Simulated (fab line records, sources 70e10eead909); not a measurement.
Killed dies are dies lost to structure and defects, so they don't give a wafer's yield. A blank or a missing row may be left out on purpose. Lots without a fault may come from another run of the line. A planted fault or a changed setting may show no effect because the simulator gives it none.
A struck lot beside a sound one | flow nand_harc | 15 steps out of a route of 1159
Sound: wafers L117.1, L117.4, L117.5. Struck: wafers L125.1, L125.5, L125.6. The cause comes at the end.
At each step with rows: each side's tool, then ch and its chambers, then its first start. Under that, the readings that differ: sound wafers | struck wafers | difference of the means | sigmas: that difference in standard deviations of wafers without a fault.
alike: readings whose means differ by less than 2 such deviations, and words and numbers that are the same on both sides. not compared: withheld readings, readings that some wafer has no value for, bounds like >300 that may hide the same value, and numbers for which the record gives no deviation and whose values overlap.
The two part at a step that has a row with sigmas, a row that says differs or no value, or rows on one side only. Numbers that don't overlap but have no deviation are shown without sigmas and don't part them. A reading that every wafer of one side lacks parts them only if that side has two wafers or more.

first, 7 steps without rows for these wafers: NHARC_A_M1_COAT_34 (time 65 s); NHARC_A_M1_COAT_03 (resist thk 90 nm); NHARC_A_M1_SOFTBAKE_04 (time 55 s); NHARC_A_M1_EBR_05; NHARC_A_M1_EXPOSE_06 (exposes mask A M1, target cd 120 nm); NHARC_A_M1_PEB_07 (peb time 65 s); NHARC_A_M1_DEVELOP_08 (develop time 35 s).
NHARC_A_M1_CD_MEAS_09: target cd 120 nm.
  sound on cd_sem-01 ch 0, day 18 07:03; struck on cd_sem-01 ch 0, day 20 14:25
  alike: cd_nm
NHARC_A_M1_OVL_MEAS_10: pitch 240 nm.
  sound on overlay-01, day 18 07:08; struck on overlay-02, day 20 14:31
  alike: overlay_x_nm, overlay_y_nm
NHARC_A_M1_INSPECT_11:
  sound on defect_inspect-02, day 18 07:11; struck on defect_inspect-02, day 20 14:33
  reading          | sound  | struck   | difference | sigmas
  raw_defect_count | 12 8 6 | 31 31 25 | +20        | +2
NHARC_A_M1_DESCUM_14: chemistry O2, time 3 s.
  sound on rie_diel-10 ch 0,2, day 18 07:15; struck on rie_diel-10 ch 1,2, day 20 14:37
  alike: drypump_motor_current_A, o2_flow_sccm, oes_product_au, rf_vpp_V, showerhead_plenum_p_Torr, throttle_valve_pct
  not compared: rf_hours_counter_h
NHARC_A_M1_ETCH_35: etches the open film in N2/H2, target depth 40 nm, overetch 12 nm, time 43.94 s.
  sound on rie_diel-10 ch 0,1, day 18 07:19; struck on rie_diel-10 ch 0,1,2, day 20 14:42
  alike: bias_w, chamber_pressure_mTorr, drypump_motor_current_A, oes_product_au, rf_fwd_power_W, rf_vpp_V, showerhead_plenum_p_Torr, throttle_valve_pct
  not compared: rf_hours_counter_h
NHARC_A_M1_ETCH_15: etches the open film in C4F8/Ar, target depth 182.5 nm, time 91.2 s.
  sound on rie_diel-10 ch 1,2, day 18 07:25; struck on rie_diel-10 ch 0,1,2, day 20 14:48
  no value came back on the struck wafers for any of 5 readings (bias_w (W), chamber_pressure_mTorr (mTorr) and others); on the sound wafers bias_w (W) reads 301.5 299.3 301.0
  not compared: rf_hours_counter_h
NHARC_A_M1_CD_MEAS_16:
  sound on cd_sem-03, day 18 07:32; struck on cd_sem-03, day 20 14:55
  alike: cd_nm
NHARC_END_SORT_01:
  sound on prober-02 ch 0, day 19 18:20; struck on prober-01 ch 0, day 22 03:56
  reading                  | sound           | struck         | difference | sigmas
  defect_limited_yield (%) | 98.5 97.5 98.7  | 0 0 0          | -98        | -76
  killed_at_array          | 10 14 6         | 669 668 675    | +661       | +79
  killed_at_other          | 0 0 0           | 3 4 2          | +3         | +3
  killed_dies              | 10 17 9         | 677 677 677    | +665       | +77
  sort_bin_2_pct (%)       | 0.1 0.7 0.6     | 95.1 95.1 96.9 | +95.2      | +99 or more
  sort_bin_4_pct (%)       | 1.3 1.6 0.7     | 4.7 4.3 3.1    | +2.8       | +3
  sort_n_pass              | 667 660 668     | 0 0 0          | -665       | -77
  sort_rim_yield_pct (%)   | 97.2 99.1 100.0 | 0 0 0          | -99        | -43
  sort_yield_pct (%)       | 98.5 97.5 98.7  | 0 0 0          | -98        | -76
  alike: killed_at_periphery, killed_open, killed_short, sort_bin_3_pct

WHERE THEY PART
First at NHARC_A_M1_INSPECT_11; last, within this record, at NHARC_END_SORT_01.

WHY: what the simulator had put in
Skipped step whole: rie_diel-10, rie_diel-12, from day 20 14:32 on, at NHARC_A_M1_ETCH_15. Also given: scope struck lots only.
